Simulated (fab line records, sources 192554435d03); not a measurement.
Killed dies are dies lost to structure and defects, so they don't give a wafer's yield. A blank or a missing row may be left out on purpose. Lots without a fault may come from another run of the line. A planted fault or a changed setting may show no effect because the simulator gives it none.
Chamber matching | flow n5_finfet | N5_BEOL_M0_SAQP_SPACER1_ALD_98 on ald_sin-03: 4 sister chambers
The step deposits SiO2, target thk 12.8 nm, pulse time 1 s, purge time 2 s. 4 wafers are shown with their chamber, then 7 later ones without.

WAFERS WITH THEIR CHAMBER
wafer  | chamber | heater_power_w (W)
L081.1 | 1       | 473
L081.5 | 0       | 459
L085.2 | 3       | 566
L085.4 | 2       | 473

WAFERS WITHOUT THEIR CHAMBER
wafer  | heater_power_w (W)
L085.6 | 556
L093.1 | 475
L093.4 | 566
L093.6 | 476
L097.2 | 456
L097.3 | 462
L097.4 | 556

WHICH CHAMBER EACH WENT THROUGH
wafer  | from the rows above          | in truth
L085.6 | 3                            | 3
L093.1 | can't be placed: 1 or 2      | 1
L093.4 | 3                            | 3
L093.6 | can't be placed: 1 or 2      | 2
L097.2 | 0                            | 0
L097.3 | can't be placed: 0 or 1 or 2 | 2
L097.4 | 3                            | 3
Placed correctly: 4 of 7. Can't be placed from these rows: 3 (the true chamber is among the candidates in 3). Placed wrongly: 0.
How it was worked out, from the rows above alone: a wafer's distance from a chamber is the root of the sum, over the readings, of the square of ((its reading less the chamber's mean) divided by the reading's scatter). The wafer belongs to the nearest chamber; if the next one is less than 2 further off, it can't be placed. A chamber's mean is the mean of its shown wafers. The scatter: with one shown wafer a chamber, the root of the mean of the squares of how far each hidden wafer lies from its nearest shown one.
